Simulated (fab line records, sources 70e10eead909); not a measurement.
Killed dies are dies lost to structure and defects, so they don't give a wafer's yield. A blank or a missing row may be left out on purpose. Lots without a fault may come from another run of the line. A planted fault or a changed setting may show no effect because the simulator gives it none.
fab line records | flow nand_harc
record lots=13 wafers=39 last_day=33
route steps=1302 shown A_ONON_D1@425 A_CHANNEL_HOLE_D1@451 END@1302
lots that met no fault: from a run of the same line without faults
start_h: hours from the record's first day to the start of the lot's first wafer shown | wait_h: hours since the lot's step before | " the same as in the row above | L1.1+2: a row that stands for several wafers | - no value, or no start given | * or withheld: withheld | < > ~ a bound
route shown NAME@n: a module of which the file shows steps, and the number in the route of the first | usual: mean/standard deviation of fault-free wafers | same: alike in all rows | chamber/n: place in a boat | sites: the reading at each site | _std_site: their standard deviation | _edge_site: outer sites' mean less inner sites' | radius_mm: how far each site lies from the wafer's centre | mask NAME#n: copy n | behind: the tool/chamber that last shaped the wafer | hold: why the lot was held/for how many hours/how that ended | device: the transistor (n, p or np) that didn't switch | end of line: the same wafers' tests at the end of the route | a step without rows: its recipe alone | killed: dies lost to structure and defects at the first sort, not the wafer's yield | map: a wafer's dies, x killed, . not, _ none there
set.NAME: the setting as run; set.NAME@STEP: as run at that earlier step | model.NAME: the simulator's own value behind a step, which no gauge read
steps of the route over a sample of lots; a table a step, a row a wafer
services: from which hour (start_h, from the record's first day; less than 0 if before it) a tool's chamber was out of use, for how many hours, and why
## steps
# step NHARC_A_ONON_D1_THK_MEAS_02
# recipe thk_meas_gauge=ellipsometry
# usual thk_nm=998/13
# columns lot.wafer tool chamber start_h wait_h thk_nm
L589.1 film_metro-01 - 181.41 - 972
L589.2 " - " " 972
L589.5 " - " " 972
L590.1 film_metro-01 - 187.51 - 1001
L590.4 " - " " 999
L590.6 " - " " 1000
L592.1 film_metro-01 - 207.24 - 993
L592.3 " - " " 992
L592.5 " - " " 992
L594.1 film_metro-02 - 221.79 - 994
L594.3 " - " " 995
L594.5 " - " " 993
L595.2 film_metro-01 - 241.98 - 991
L595.4 " - " " 992
L595.5 " - " " 991
L596.1 film_metro-02 - 245.92 - 1004
L596.2 " - " " 1005
L596.4 " - " " 1005
L602.1 film_metro-01 - 309.21 - 1023
L602.3 " - " " 1023
L602.5 " - " " 1025
L603.1 film_metro-02 - 324.60 - 988
L603.2 " - " " 990
L603.6 " - " " 989
L605.2 film_metro-02 - 342.63 - 1009
L605.3 " - " " 1009
L605.4 " - " " 1008
L607.2 film_metro-02 - 358.87 - 982
L607.4 " - " " 981
L607.5 " - " " 982
L606.2 film_metro-01 - 358.87 - 970
L606.5 " - " " 970
L606.6 " - " " 971
L608.1 film_metro-01 - 364.53 - 1007
L608.3 " - " " 1006
L608.6 " - " " 1008
L609.1 film_metro-01 - 381.16 - 1004
L609.2 " - " " 1002
L609.3 " - " " 1004
# step NHARC_A_ONON_D1_DEP_28
# recipe target_thk_a=10000 n2_flow_sccm=2750 n2o_flow_sccm=2000 nh3_flow_sccm=500 sih4_flow_sccm=210 temp_c=400
# columns lot.wafer tool chamber start_h wait_h
L589.1+2+5 pecvd_onon-04 0 193.08 0.1
L590.1+4+6 pecvd_onon-04 0 203.01 0.1
L592.1+3+5 pecvd_onon-04 0 219.07 0.1
L594.1+3+5 pecvd_onon-04 0 234.55 0.1
L596.1+2+4 pecvd_onon-04 0 257.40 0.1
L595.2+4+5 pecvd_onon-02 0 257.46 0.1
L602.1+3+5 pecvd_onon-04 0 326.25 0.1
L603.1+2+6 pecvd_onon-01 0 336.44 0.1
L605.2+3+4 pecvd_onon-02 0 354.49 0.1
L606.2+5+6 pecvd_onon-04 0 374.70 0.1
L607.2+4+5 pecvd_onon-01 0 374.85 0.1
L608.1+3+6 pecvd_onon-04 0 375.00 0.1
L609.1+2+3 pecvd_onon-01 0 395.09 0.1
# step NHARC_A_ONON_D1_THK_MEAS_30
# recipe thk_meas_gauge=ellipsometry
# usual thk_nm=1001/9.4
# columns lot.wafer tool chamber start_h wait_h thk_nm
L589.1 film_metro-02 - 193.59 - 1019
L589.2 " - " " 1016
L589.5 " - " " 1018
L590.1 film_metro-01 - 203.51 - 987
L590.4 " - " " 989
L590.6 " - " " 988
L592.1 film_metro-02 - 219.58 - 990
L592.3 " - " " 990
L592.5 " - " " 989
L594.1 film_metro-02 - 235.06 - 1551
L594.3 " - " " 996
L594.5 " - " " 1552
L595.2 film_metro-02 - 257.91 - 1006
L595.4 " - " " 1004
L595.5 " - " " 1004
L596.1 film_metro-01 - 257.91 - 1560
L596.2 " - " " 1006
L596.4 " - " " 1560
L602.1 film_metro-02 - 326.76 - 1002
L602.3 " - " " 1003
L602.5 " - " " 1004
L603.1 film_metro-01 - 336.95 - 1007
L603.2 " - " " 1007
L603.6 " - " " 1005
L605.2 film_metro-02 - 354.94 - 1009
L605.3 " - " " 1010
L605.4 " - " " 1010
L606.2 film_metro-01 - 375.15 - 991
L606.5 " - " " 993
L606.6 " - " " 994
L607.2 film_metro-01 - 375.31 - 998
L607.4 " - " " 996
L607.5 " - " " 997
L608.1 film_metro-01 - 375.51 - 1013
L608.3 " - " " 1013
L608.6 " - " " 1015
L609.1 film_metro-01 - 395.59 - 994
L609.2 " - " " 994
L609.3 " - " " 996
# step NHARC_A_CHANNEL_HOLE_D1_DEP_01
# recipe target_thk_a=1400 target_thk_nm=140 temp_c=400 pressure_torr=3.5 flow_sccm=200 rf_w=350 material=SiON
# usual chamber_pressure_Torr=3.500/0.0074 heater_power_w=747/66
# columns lot.wafer tool chamber start_h wait_h chamber_pressure_Torr heater_power_w
L589.1 pecvd-01 2 196.16 1.6 3.499 767
L589.2 " 0 " " 3.497 830
L589.5 " 0 " " 3.495 821
L590.1 pecvd-02 1 207.75 1.7 3.498 727
L590.4 " 0 " " 3.490 755
L590.6 " 1 " " 3.503 736
L592.3 pecvd-02 0 222.12 1.0 3.491 799
L592.1 " 1 " " 3.501 724
L592.5 " 2 " " 3.506 780
L594.3 pecvd-01 0 238.07 1.4 3.491 896
L595.2 pecvd-01 0 260.50 1.4 3.511 799
L595.5 " 1 " " 3.488 731
L595.4 " 0 " " 3.501 843
L596.2 pecvd-03 0 261.36 1.3 3.508 716
L602.1 pecvd-03 0 329.35 1.7 3.501 817
L602.3 " 2 " " 3.489 836
L602.5 " 0 " " 3.511 843
L603.2 pecvd-01 2 340.88 1.3 3.490 711
L603.1 " 1 " " 3.511 636
L603.6 " 1 " " 3.508 676
L605.2 pecvd-03 1 358.66 1.3 3.506 766
L605.3 " 0 " " 3.497 807
L605.4 " 1 " " 3.484 803
L606.2 pecvd-02 2 377.69 1.3 3.499 742
L606.5 " 1 " " 3.498 722
L606.6 " 0 " " 3.503 729
L607.2 pecvd-01 2 378.00 1.3 3.491 829
L607.5 " 1 " " 3.509 594
L607.4 " 0 " " 3.501 870
L608.3 pecvd-01 1 379.60 1.0 3.504 637
L608.1 " 2 " " 3.505 750
L608.6 " 1 " " 3.489 640
L609.3 pecvd-02 1 398.16 1.0 3.497 793
L609.1 " 2 " " 3.504 730
L609.2 " 0 " " 3.501 678
# step NHARC_A_CHANNEL_HOLE_D1_ETCH_34
# recipe target_depth_a=1540 time_s=77 cf4_flow_sccm=100 chf3_flow_sccm=30 ar_flow_sccm=0 rf_w=500 bias_w=200 chemistry=CF4/CHF3
# usual chf3_flow_sccm=30.00/0.08 drypump_motor_current_A=5.7/0.38 oes_product_au=0.951/0.024 rf_vpp_V=369.6/1.6 showerhead_plenum_p_Torr=1.54/0.045 throttle_valve_pct=16.801/0.0085
# same time_s=77
# columns lot.wafer tool chamber start_h wait_h chf3_flow_sccm drypump_motor_current_A oes_product_au rf_hours_counter_h rf_vpp_V showerhead_plenum_p_Torr throttle_valve_pct
L589.2 rie_diel-10 0 - - 30.01 5.8 0.972 32 371.5 1.57 16.798
L589.1 " 2 " " 30.05 5.2 0.949 34 371.1 1.60 16.811
L589.5 " 3 " " 30.06 6.0 0.959 - 371.0 1.59 16.793
L590.1 rie_diel-13 3 - - 29.94 5.4 0.962 3 371.9 1.62 16.796
L590.6 " 1 " " 29.95 6.5 0.972 - 368.0 1.49 16.792
L590.4 " 2 " " 30.03 5.2 0.962 - 370.4 1.59 16.799
L592.3 rie_diel-01 0 - - 29.85 5.5 0.982 1 369.4 1.56 16.800
L592.1 " 1 " " 29.99 6.1 0.967 2 371.2 1.56 16.802
L592.5 " 0 " " 29.92 5.4 0.977 - 369.2 1.56 16.803
L594.3 rie_diel-13 0 - - 29.99 5.8 0.934 3 367.4 1.48 16.797
L595.2 rie_diel-13 1 - - 30.05 6.5 0.942 7 367.2 1.49 16.808
L595.4 " 2 " " 30.00 5.3 0.915 7 371.8 1.58 16.787
L595.5 " 3 " " 29.88 5.4 0.923 - 371.9 1.62 16.801
L596.2 rie_diel-01 3 - - 29.78 5.7 0.949 14 367.7 1.53 16.808
L602.3 rie_diel-01 0 - - 29.93 5.5 0.965 40 369.4 1.55 16.790
L602.1 " 2 " " 30.11 6.1 0.957 38 369.0 1.51 16.810
L602.5 " 3 " " 29.91 5.6 0.951 - 369.5 1.52 16.813
L603.2 rie_diel-10 0 342.22 - 29.89 5.8 0.993 20 370.0 1.56 16.786
L603.1 " 1 " " 30.07 5.6 0.993 22 367.1 1.47 16.795
L603.6 " 0 " " 29.89 5.8 0.985 - 369.1 1.56 16.794
L605.3 rie_diel-01 1 - - 29.94 6.1 0.963 47 368.9 1.55 16.795
L605.4 " 3 " " 30.12 5.7 0.984 47 369.2 1.52 16.810
L605.2 " 0 " " 29.97 5.5 0.953 52 369.0 1.55 16.791
L606.2 rie_diel-13 1 - - 30.04 6.5 0.955 1 369.1 1.49 16.808
L606.6 " 1 " " 29.96 6.5 0.950 - 368.1 1.49 16.807
L606.5 " 3 " " 30.02 5.4 0.957 - 373.0 1.62 16.811
L607.4 rie_diel-01 3 - - 30.09 5.7 0.928 54 368.9 1.52 16.802
L607.2 " 0 " " 30.00 5.5 0.915 59 369.3 1.54 16.801
L607.5 " 0 " " 30.01 5.5 0.922 - 369.6 1.54 16.787
L608.3 rie_diel-10 2 - - 29.99 5.2 0.930 35 369.8 1.58 16.794
L608.1 " 0 " " 30.07 5.8 0.919 34 369.9 1.56 16.795
L608.6 " 1 " " 29.94 5.6 0.921 - 368.3 1.46 16.799
L609.2 rie_diel-13 2 - - 30.06 5.3 0.952 3 371.5 1.58 16.799
L609.3 " 0 " " 30.02 5.8 0.963 2 368.2 1.48 16.788
L609.1 " 1 " " 30.03 6.5 0.958 3 368.0 1.49 16.795
# step NHARC_END_SORT_01
# recipe temp_c=25
# usual killed_at_array=52/18 killed_at_other=0.6/0.83 killed_at_periphery=4.3/2.8 killed_dies=57/19 killed_open=3.4/2 killed_short=2.5/1.7
# same gross_dies=677
# columns lot.wafer tool chamber start_h wait_h killed_at_array killed_at_other killed_at_periphery killed_dies killed_open killed_short
L594.1 prober-01 0 606.61 2.5 672 0 5 677 6 3
L594.3 prober-01 0 608.24 3.1 55 1 2 58 2 1
L594.5 prober-01 0 609.86 3.7 675 0 2 677 2 5
L596.1 prober-01 0 639.42 2.5 674 1 2 677 3 3
L596.2 prober-01 0 640.22 2.8 64 1 2 67 2 2
L596.4 prober-01 0 641.82 3.4 674 0 3 677 4 4
# killed by level:class
L594.1 A_ONON_D1:area_dep=611 A_CHANNEL_HOLE_D1:chamber_film_flake=34 A_CHANNEL_HOLE_D2:chamber_film_flake=10 A_STAIRCASE:chamber_film_flake=4 A_CONTACT:chamber_film_flake=4 P_GATE:geometric_particle:open=2 P_M0:geometric_particle:open=1 A_ONON_D1:geometric_particle:open=1
L594.3 A_CHANNEL_HOLE_D1:chamber_film_flake=34 A_CHANNEL_HOLE_D2:chamber_film_flake=11 A_STAIRCASE:chamber_film_flake=3 P_GATE:chamber_film_flake=2 A_CONTACT:chamber_film_flake=2 A_CHANNEL_HOLE_D1:geometric_particle:open=1 A_DECK1_JOINT:geometric_particle:short=1 A_ONON_D2:geometric_particle:open=1
L594.5 A_ONON_D1:area_dep=609 A_CHANNEL_HOLE_D1:chamber_film_flake=33 A_CHANNEL_HOLE_D2:chamber_film_flake=8 A_SLIT:chamber_film_flake=7 A_CONTACT:chamber_film_flake=5 A_ZERO_WELL:chamber_film_flake=4 A_ONON_D2:geometric_particle:short=3 A_ONON_D1:geometric_particle:short=2
L596.1 A_ONON_D1:area_dep=619 A_CHANNEL_HOLE_D1:chamber_film_flake=32 A_STAIRCASE:chamber_film_flake=8 A_CHANNEL_HOLE_D2:chamber_film_flake=4 A_CONTACT:chamber_film_flake=2 A_CHANNEL_FILL_D1:geometric_particle:short=1 A_CHANNEL_FILL_D2:geometric_particle:short=1 A_WL_FILL:geometric_particle:short=1
L596.2 A_CHANNEL_HOLE_D1:chamber_film_flake=33 A_STAIRCASE:chamber_film_flake=9 A_CHANNEL_HOLE_D2:chamber_film_flake=7 A_CONTACT:chamber_film_flake=4 A_CHANNEL_FILL_D2:chamber_film_flake=3 A_ZERO_WELL:chamber_film_flake=2 A_WL_FILL:chamber_film_flake=2 P_STI:geometric_particle:open=1
L596.4 A_ONON_D1:area_dep=621 A_CHANNEL_HOLE_D1:chamber_film_flake=23 A_STAIRCASE:chamber_film_flake=10 A_CHANNEL_HOLE_D2:chamber_film_flake=6 A_DECK1_JOINT:chamber_film_flake=3 P_CONTACT:geometric_particle:open=2 A_SLIT:chamber_film_flake=2 P_GATE:geometric_particle:short=1
## services
# columns tool chamber start_h hours kind
pecvd-03 - 185.44 13.0 pm
rie_diel-13 0 202.66 15.2 repair
rie_diel-01 - 205.61 9.0 pm
pecvd-02 - 227.06 13.0 pm
rie_diel-10 - 247.43 9.0 pm
rie_diel-13 3 252.32 1.5 repair
pecvd-01 1 253.20 4.9 repair
rie_diel-01 1 261.34 14.6 repair
pecvd_onon-01 - 269.21 13.0 pm
rie_diel-01 3 274.94 3.1 repair
rie_diel-13 0 285.25 3.4 repair
rie_diel-10 0 288.44 21.7 repair
rie_diel-01 - 309.30 0.6 repair
pecvd-01 - 311.00 13.0 pm
pecvd_onon-04 - 311.00 13.0 pm
rie_diel-13 2 316.63 7.3 repair
rie_diel-13 - 342.21 9.0 pm
pecvd-01 1 346.27 3.7 repair
pecvd-03 - 366.59 13.0 pm
rie_diel-13 0 375.05 7.5 repair
rie_diel-13 2 381.59 2.0 repair
rie_diel-01 - 382.61 9.0 pm
rie_diel-13 3 390.08 12.7 repair
rie_diel-10 1 393.31 7.2 repair
## key
first_sign step=NHARC_A_ONON_D1_THK_MEAS_30 reading=thk_nm direction=up sigmas=59 usual=1001 struck=1556
effect step=NHARC_END_SORT_01 reading=killed_at_array direction=up sigmas=34 usual=52 struck=674
more_kills_born_at NHARC_A_ONON_D1_DEP_28@pecvd_onon-04=2460
met_at NHARC_A_ONON_D1_DEP_28
struck_lots L594,L596
struck_wafers L594.1,L594.5,L596.1,L596.4
later_rows_left_out L594.1,L594.5,L596.1,L596.4
tester_left_out L594,L596
not_acting_at NHARC_A_ONON_D1_THK_MEAS_02,NHARC_A_CHANNEL_HOLE_D1_DEP_01,NHARC_A_CHANNEL_HOLE_D1_ETCH_34
onset_between 219.07 234.55
fault kind=process_parameter_drift tool=pecvd_onon-04 chamber=- onset_h=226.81 steps=NHARC_A_ONON_D1_DEP_28 channel=target_thk_a offset=* shape=step end_h=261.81 scope=struck_wafers_only acts_in=* stated=*
# tester_left_out: of these lots the tester's yield and bins aren't shown, on N5 and GAA mostly nor the transistor test; their killed dies are dies lost to structure and defects alone, not to doping, threshold or leakage, so they don't give the yield
# later_rows_left_out: the simulator's readings of these wafers behind a module that went badly wrong aren't trusted and aren't shown, but for the sort
